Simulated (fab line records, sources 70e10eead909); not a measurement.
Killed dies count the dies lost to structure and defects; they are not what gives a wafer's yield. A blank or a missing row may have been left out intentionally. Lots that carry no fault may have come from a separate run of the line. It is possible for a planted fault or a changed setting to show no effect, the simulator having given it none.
Struck lot and sound lot, side by side | flow nand_harc | 15 steps out of a route of 1302
Sound: wafers L729.1, L729.4, L729.6. Wafers L740.1, L740.2, L740.3 were the ones struck. Last of all comes the cause.
Each step with rows lists, per side, the tool, then ch with its chambers, then its first start. Under that, the readings that differ: sound wafers | struck wafers | difference of the means | sigmas: that difference in standard deviations of wafers without a fault.
alike: readings whose means differ by less than 2 such deviations, and words and numbers that are the same on both sides. not compared: withheld readings, readings that some wafer has no value for, bounds like >300 that may hide the same value, and numbers for which the record gives no deviation and whose values overlap.
The two part at a step that has a row with sigmas, a row that says differs or no value, or rows on one side only. Numbers that don't overlap but have no deviation are shown without sigmas and don't part them. Lack of a reading on every wafer of one side parts them only where that side has two or more wafers.

NHARC_A_SGD_CUT_STRIP_17: strips in O2.
  sound on rie_diel-08 ch 1,3; struck on rie_diel-03 ch 1,2,3
  alike: drypump_motor_current_A, oes_product_au, rf_vpp_V, showerhead_plenum_p_Torr, throttle_valve_pct
  not compared: rf_hours_counter_h
then, 4 steps without rows for these wafers: NHARC_A_SGD_CUT_PRECLEAN_18 (cleans in SC1); NHARC_A_SGD_CUT_SRD_19; NHARC_A_SGD_CUT_DEP_20 (deposits SiO2, target thk 150 nm); NHARC_A_SGD_CUT_ANNEAL_27 (time 1800 s).
NHARC_A_SGD_CUT_CMP_21: polishes, target thk 148.19 nm.
  sound on cmp-01 ch 0,1, day 19 13:58; struck on cmp-01 ch 0,2,3, day 24 04:02
  alike: motor_current_A, time_to_endpoint_s
NHARC_A_SGD_CUT_THK_MEAS_22: measures by ellipsometry.
  sound on film_metro-01 at day 19 14:13; struck on film_metro-02 at day 24 04:17
  alike: thk_nm
then, 2 steps without rows for these wafers: NHARC_A_SGD_CUT_SRD_23; NHARC_A_SGD_CUT_ETCH_26 (etches SiO2 in dHF, target depth 45.8 nm).
NHARC_A_SGD_CUT_ETCHBACK_24: etches the open film in CH3F/O2, target depth 50 nm, time 92.857 s.
  sound on rie_diel-03 ch 0,1,3, day 19 14:27; struck on rie_diel-08 ch 0,1,3, day 24 04:31
  alike: bias_w, drypump_motor_current_A, oes_product_au, rf_vpp_V, showerhead_plenum_p_Torr, throttle_valve_pct
  not compared: rf_hours_counter_h
NHARC_A_SGD_CUT_STRIP_28: strips in O2, time 20 s.
  sound on rie_diel-03 ch 1,2,3; struck on rie_diel-08 ch 0,1,3, day 24 04:41
  reading                | sound                | struck               | difference | sigmas
  throttle_valve_pct (%) | 17.024 17.016 17.020 | 17.049 17.044 17.038 | +0.024     | +2
  alike: drypump_motor_current_A, oes_product_au, rf_vpp_V, showerhead_plenum_p_Torr
  not compared: rf_hours_counter_h
NHARC_A_SGD_CUT_INSPECT_25:
  sound on defect_inspect-01 at day 19 14:41; struck on defect_inspect-02 at day 24 04:47
  alike: raw_defect_count
NHARC_A_SLIT_DEP_25: deposits SiO2, target thk 200 nm.
  sound on pecvd-01 ch 0,1, day 19 14:45; struck on pecvd-01 ch 0,1,2, day 24 04:57
  no value came back on the struck wafers for chamber_pressure_Torr (Torr), flow_sccm (sccm), heater_power_w (W), throttle_valve_pct (%); on the sound wafers chamber_pressure_Torr (Torr) reads 6.489 6.504 6.515
NHARC_A_SLIT_DEP_00: deposits aC, target thk 6200 nm.
  sound on acl_dep-03 ch 0, day 19 16:15; struck on acl_dep-02 ch 0, day 24 10:17
  alike: susceptor_temp_C, throttle_valve_pct
-- jump in the record: it breaks off in module A_SLIT and resumes in module END (first step shown: number 1302 of the route), and 5 days separate the struck wafers' starts before and after --
NHARC_END_SORT_01:
  only the struck wafers appear in the record here, on prober-01 ch 0 at day 29 04:13; the sound ones have no rows

== WHERE THEY PART ==
Earliest at NHARC_A_SGD_CUT_STRIP_28; latest, in this record, at NHARC_END_SORT_01.

WHY: whatever the simulator had introduced
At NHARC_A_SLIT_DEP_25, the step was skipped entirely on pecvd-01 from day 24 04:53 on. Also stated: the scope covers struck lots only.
